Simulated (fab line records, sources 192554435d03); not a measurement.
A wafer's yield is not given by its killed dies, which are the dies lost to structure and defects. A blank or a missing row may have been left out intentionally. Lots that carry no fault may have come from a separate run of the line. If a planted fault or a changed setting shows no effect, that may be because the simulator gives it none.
What tool caused it? ; flow n5-finfet ; 12 lots, 36 wafers sampled, at 2 steps of a route of 1938

## WHAT THE GAUGES SHOWED, per wafer
N5_FIN_SAQP_INSPECT_40: inspects for defects (brightfield).
lot;measured;on;raw-defect-count
L075;day 2 09:33;defect-inspect-01;337 316 433
L077;day 2 21:52;defect-inspect-01;292 324 206
L079;day 3 10:34;defect-inspect-02;214 226 289
L081;day 3 23:52;defect-inspect-02;317 366 331
L083;day 4 11:31;defect-inspect-01;199 153 148
L085;day 5 00:07;defect-inspect-01;135 214 153
L087;day 5 08:53;defect-inspect-02;195 153 196
L089;day 6 00:22;defect-inspect-02;299 232 387
L091;day 6 07:54;defect-inspect-01;184 282 250
L093;day 6 21:27;defect-inspect-02;189 205 259
L095;day 7 08:29;defect-inspect-02;249 277 249
L097;day 7 21:33;defect-inspect-02;257 201 204

## TOOL THAT RAN EACH LOT (tool first, then ch and the chambers of the sampled wafers, then the start)
lot;N5_FIN_SAQP_HM_OPEN_33
L075;rie-diel-03 ch 1,2, day 2 09:01
L077;rie-diel-03 ch 1,2,3, day 2 21:20
L079;rie-diel-04 ch 0,1,2, day 3 10:01
L081;rie-diel-04 ch 0,2,3, day 3 23:20
L083;rie-diel-04 ch 2,3, day 4 10:58
L085;rie-diel-04 ch 0,2,3, day 4 23:34
L087;rie-diel-01 ch 1,2,3, day 5 08:20
L089;rie-diel-01 ch 0,1,3, day 5 23:49
L091;rie-diel-03 ch 0,1,2, day 6 07:22
L093;rie-diel-03 ch 0,1,2, day 6 20:57
L095;rie-diel-03 ch 1,2, day 7 07:49
L097;rie-diel-03 ch 0,2,3, day 7 21:01
- N5_FIN_SAQP_HM_OPEN_33: chemistry CH3F/O2, target SiNx, target depth 49.4 nm, time 70.6 s.

## THE ANSWER, worked out from the rows above alone
Rule: what is usual is taken from the lots themselves. The widest of any qualifying gaps counts: lots, ordered by their means at a reading, are off when they make up no more than a third of the lots, leave a main group of 4 or more, and stand apart from it by 3 or more times the standard deviation of that group's means. If all means in a main group match to the digits the tables above print for the reading, that group is not used. Also off: a lot with no number at a reading for which 4 or more lots have one. Any other lot the step has rows for is counted as sound.
None of the lots is off at any reading shown; this tells nothing.

## WHAT THE SIMULATOR HAD INSERTED
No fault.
